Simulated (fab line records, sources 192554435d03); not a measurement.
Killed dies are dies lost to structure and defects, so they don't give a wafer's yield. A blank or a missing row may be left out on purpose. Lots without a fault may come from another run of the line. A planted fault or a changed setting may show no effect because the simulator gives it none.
Split-lot experiment | flow n5_finfet | 7 lots, 39 wafers read, on a route of 1938 steps

THE SPLIT
At N5_BEOL_M12_ETCH_59 (etches BARC in N2/H2, target depth 89 nm, overetch 26.7 nm, time 67.9 s), the setting target_depth_a was moved away from the recipe's 890 angstrom on 12 of the 39 wafers read, by -29.6% to +35.4%. The other wafers ran this setting at the recipe's value.

The file shows no step between the split and the reading.

THE READING
coat_of_BEOL_M12_COAT_04.thk_nm (the simulator's own value, which no gauge read), in nm, at N5_BEOL_M12_VIA_ETCH_16 (etches SiOC in C4F8/O2/Ar, target depth 724.8 nm). The file gives no usual value for it. The 27 wafers here that ran the recipe average 125.1 nm, standard deviation 3.6 nm.

wafer  | tool, chamber at the split | target_depth_a as run, angstrom | against the recipe | coat_of_BEOL_M12_COAT_04.thk_nm, nm | against lot-mates on the recipe
L074.1 | rie_diel-03, 1             | 733.8                           | -17.6%             | 134.2                               | +9.1
L074.2 | rie_diel-03, 0             | 733.8                           | -17.6%             | 134.2                               | +9.1
L074.3 | rie_diel-03, 2             | 733.8                           | -17.6%             | 137.2                               | +12.1
L074.4 | rie_diel-03, 3             | 890                             | recipe             | 127                                 | -
L074.5 | rie_diel-03, 0             | 890                             | recipe             | 123.6                               | -
L074.6 | rie_diel-03, 3             | 890                             | recipe             | 124.8                               | -
L075.1 | rie_diel-01, 1             | 890                             | recipe             | 121.2                               | -
L075.2 | rie_diel-01, 0             | 1205                            | +35.4%             | 100                                 | -19.6
L075.3 | rie_diel-01, 3             | 1205                            | +35.4%             | 111.4                               | -8.2
L075.4 | rie_diel-01, 3             | 890                             | recipe             | 119.6                               | -
L075.5 | rie_diel-01, 0             | 890                             | recipe             | 118                                 | -
L075.6 | rie_diel-01, 1             | 1205                            | +35.4%             | 102.8                               | -16.8
L081.3 | rie_diel-03, 2,3           | 890                             | recipe             | 125.8                               | -
L081.4 | rie_diel-03, 2,3           | 890                             | recipe             | 123.2                               | -
L081.6 | rie_diel-03, 1             | 890                             | recipe             | 122.6                               | -
L089.1 | rie_diel-03, 3             | 627                             | -29.6%             | 142.8                               | +15.4
L089.2 | rie_diel-03, 1             | 627                             | -29.6%             | 141.4                               | +14.0
L089.3 | rie_diel-03, 3             | 890                             | recipe             | 130.6                               | -
L089.4 | rie_diel-03, 1             | 627                             | -29.6%             | 138.4                               | +11.0
L089.5 | rie_diel-03, 3             | 890                             | recipe             | 124.6                               | -
L089.6 | rie_diel-03, 1             | 890                             | recipe             | 127                                 | -
L090.1 | rie_diel-01, 3             | 1116                            | +25.4%             | 115.6                               | -8.0
L090.2 | rie_diel-01, 0             | 890                             | recipe             | 123.6                               | -
L090.3 | rie_diel-01, 1             | 1116                            | +25.4%             | 110.2                               | -13.4
L090.4 | rie_diel-01, 2             | 1116                            | +25.4%             | 111.4                               | -12.2
L090.5 | rie_diel-01, 2             | 890                             | recipe             | 121.2                               | -
L090.6 | rie_diel-01, 3             | 890                             | recipe             | 126                                 | -
L092.1 | rie_diel-03, 0,3,1,0       | 890                             | recipe             | 125                                 | -
L092.2 | rie_diel-03, 0,3,1,0       | 890                             | recipe             | 125.4                               | -
L092.3 | rie_diel-03, 2             | 890                             | recipe             | 126.4                               | -
L092.4 | rie_diel-03, 0,3,1,0       | 890                             | recipe             | 122.6                               | -
L092.5 | rie_diel-03, 0,3,1,0       | 890                             | recipe             | 121.4                               | -
L092.6 | rie_diel-03, 3             | 890                             | recipe             | 122.4                               | -
L095.1 | rie_diel-03, 2             | 890                             | recipe             | 130                                 | -
L095.2 | rie_diel-03, 0,3           | 890                             | recipe             | 131.4                               | -
L095.3 | rie_diel-03, 1,2           | 890                             | recipe             | 133.8                               | -
L095.4 | rie_diel-03, 3             | 890                             | recipe             | 126.2                               | -
L095.6 | rie_diel-03, 0,3           | 890                             | recipe             | 126.2                               | -
L095.5 | rie_diel-03, 1,2           | 890                             | recipe             | 129.2                               | -
Where a row lists several chambers, the file gives one row for several wafers and doesn't say which wafer went through which chamber.

THE FIT
A straight line over all 39 wafers: coat_of_BEOL_M12_COAT_04.thk_nm changes by -0.548 nm for each +1% of target_depth_a; r = -0.93; the points scatter about the line by 3.5 nm.
The same after taking each lot's own level away (the mean of its wafers on the recipe; 39 wafers): -0.451 nm for each +1%; r = -0.94; scatter 2.5 nm.
On that fit, the largest move of target_depth_a shifts the reading by 16 nm.
The lots' own levels span 119.60 to 129.47 nm, that is 2.7 times the standard deviation above.
So the lot-to-lot level changes the slope: the two fits differ.
Check: with one of the wafers moved furthest among these (+35.4%) left out of the fit, the line predicts -15 nm for it against its lot-mates. It came out at -19.6 nm against them.

THE WHOLE CHAIN: every reading that the file lists as answering this split, in the file's order
step                    | what it does                                                            | reading                                                                          | change (the file's fit)               | r (the file's)
N5_BEOL_M12_ETCH_59     | etches BARC in N2/H2, target depth 89 nm, overetch 26.7 nm, time 67.9 s | coat_of_BEOL_M12_COAT_04.thk_nm (the simulator's own value, which no gauge read) | -0.485 nm for each +1% of the setting | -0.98
N5_BEOL_M12_VIA_ETCH_16 | etches SiOC in C4F8/O2/Ar, target depth 724.8 nm                        | coat_of_BEOL_M12_COAT_04.thk_nm (the simulator's own value, which no gauge read) | -0.45 nm for each +1% of the setting  | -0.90
N5_BEOL_M12_STRIP_63    | strips in N2/H2                                                         | strip_time_to_endpoint_s                                                         | withheld for each +1% of the setting  | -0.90

THE FILE'S OWN FIT
coat_of_BEOL_M12_COAT_04.thk_nm changes by -0.45 nm for each +1% of target_depth_a, r = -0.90.
